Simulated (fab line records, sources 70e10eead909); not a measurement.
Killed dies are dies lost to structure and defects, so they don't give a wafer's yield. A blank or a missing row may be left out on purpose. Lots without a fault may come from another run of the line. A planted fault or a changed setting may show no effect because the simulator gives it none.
A struck lot beside a sound one | flow nand_harc | 15 steps out of a route of 1302
Sound: wafers L771.1, L771.2, L771.6. Struck: wafers L786.3, L786.4, L786.6. The cause comes at the end.
At each step with rows: each side's tool, then ch and its chambers, then its first start. Under that, the readings that differ: sound wafers | struck wafers | difference of the means | sigmas: that difference in standard deviations of wafers without a fault.
alike: readings whose means differ by less than 2 such deviations, and words and numbers that are the same on both sides. not compared: withheld readings, readings that some wafer has no value for, bounds like >300 that may hide the same value, and numbers for which the record gives no deviation and whose values overlap.
The two part at a step that has a row with sigmas, a row that says differs or no value, or rows on one side only. Numbers that don't overlap but have no deviation are shown without sigmas and don't part them. A reading that every wafer of one side lacks parts them only if that side has two wafers or more.

first, 4 steps without rows for these wafers: NHARC_THIN_TSV_EBR_29; NHARC_THIN_TSV_EXPOSE_30 (exposes mask PAD); NHARC_THIN_TSV_PEB_31 (peb time 85 s); NHARC_THIN_TSV_DEVELOP_32 (time 70 s).
NHARC_THIN_TSV_CD_MEAS_33: target cd 5000 nm.
  sound on cd_sem-03 ch 0, day 24 20:50; struck on cd_sem-02 ch 0, day 31 10:25
  reading    | sound                | struck               | difference | sigmas
  cd_nm (nm) | 4997.9 4998.4 4996.2 | 5004.0 5002.7 5002.5 | +5.6       | +3
then, 1 step without rows for these wafers: NHARC_THIN_TSV_HARDBAKE_34 (time 80 s).
NHARC_THIN_TSV_DESCUM_35: chemistry O2, time 3 s.
  sound on rie_diel-10 ch 0,1,3, day 24 20:59; struck on rie_diel-10 ch 0,3, day 31 10:34
  alike: drypump_motor_current_A, oes_product_au, rf_vpp_V, showerhead_plenum_p_Torr, throttle_valve_pct
  not compared: rf_hours_counter_h
NHARC_THIN_TSV_ETCH_59: etches the open film in Cl2/BCl3, target depth 880 nm, time 138.1 s.
  sound on rie_metal-02 ch 0,1, day 24 21:07; struck on rie_metal-01 ch 0,1, day 31 10:46
  reading                     | sound       | struck      | difference | sigmas
  drypump_motor_current_A (A) | 5.1 5.3 5.2 | 6.7 6.2 6.7 | +1.3       | +2
  alike: bias_w, oes_product_au, throttle_valve_pct
  not compared: rf_hours_counter_h
NHARC_THIN_TSV_ETCH_36: etches the open film in Cl2/BCl3, target depth 65 nm, time 18.571 s.
  sound on rie_metal-02 ch 0,1, day 24 21:23; struck on rie_metal-01 ch 0,1, day 31 10:58
  reading                     | sound       | struck      | difference | sigmas
  drypump_motor_current_A (A) | 5.3 5.1 5.1 | 6.2 6.7 6.7 | +1.4       | +2
  alike: oes_product_au
  not compared: rf_hours_counter_h
NHARC_THIN_TSV_STRIP_56: strips in O2.
  sound on plasma_asher-02 ch 0,1, day 24 21:29; struck on plasma_asher-02 ch 0,1, day 31 11:08
  alike: drypump_motor_current_A, heater_power_w
  not compared: rf_hours_counter_h
then, 1 step without rows for these wafers: NHARC_THIN_TSV_STRIP_57 (strips in post etch residue remover, time 1200 s).
NHARC_THIN_TSV_CD_MEAS_37:
  sound on cd_sem-02, day 24 22:16; struck on cd_sem-02, day 31 11:50
  alike: cd_nm
NHARC_THIN_TSV_ANNEAL_58: time 1800 s.
  sound on furnace-08 ch 0, day 25 01:21; struck on furnace-01 ch 0, day 31 15:03
  reading                  | sound             | struck            | difference | sigmas
  spike_tc_bottom_C (C)    | 424.8 427.8 428.3 | 451.4 452.0 451.6 | +24.7      | +18
  spike_tc_centre_C (C)    | 397.4 398.8 400.1 | 429.5 427.3 429.7 | +30.1      | +18
  spike_tc_lower_C (C)     | 397.9 399.1 397.7 | 426.7 430.0 427.5 | +29.8      | +23
  spike_tc_top_C (C)       | 429.1 430.9 430.3 | 452.5 454.1 454.1 | +23.5      | +16
  spike_tc_upper_C (C)     | 399.2 399.2 400.4 | 426.9 429.0 426.1 | +27.7      | +21
  zone_power_lower_pct (%) | 4.24 4.15 4.13    | 4.60 4.59 4.66    | +0.44      | +5
  alike: zone_power_top_pct
NHARC_THIN_TSV_INSPECT_40:
  sound on defect_inspect-02, day 25 02:49; struck on defect_inspect-02, day 31 16:30
  alike: raw_defect_count
NHARC_END_SORT_01:
  sound on prober-01 ch 0, day 25 05:51; struck on prober-01 ch 0, day 31 21:09
  alike: defect_limited_yield, killed_at_array, killed_at_other, killed_at_periphery, killed_dies, killed_open, killed_short

WHERE THEY PART
First at NHARC_THIN_TSV_CD_MEAS_33; last, within this record, at NHARC_THIN_TSV_ANNEAL_58. Later steps at which nothing parts them and some readings are alike: NHARC_THIN_TSV_INSPECT_40, NHARC_END_SORT_01.

WHY: what the simulator had put in
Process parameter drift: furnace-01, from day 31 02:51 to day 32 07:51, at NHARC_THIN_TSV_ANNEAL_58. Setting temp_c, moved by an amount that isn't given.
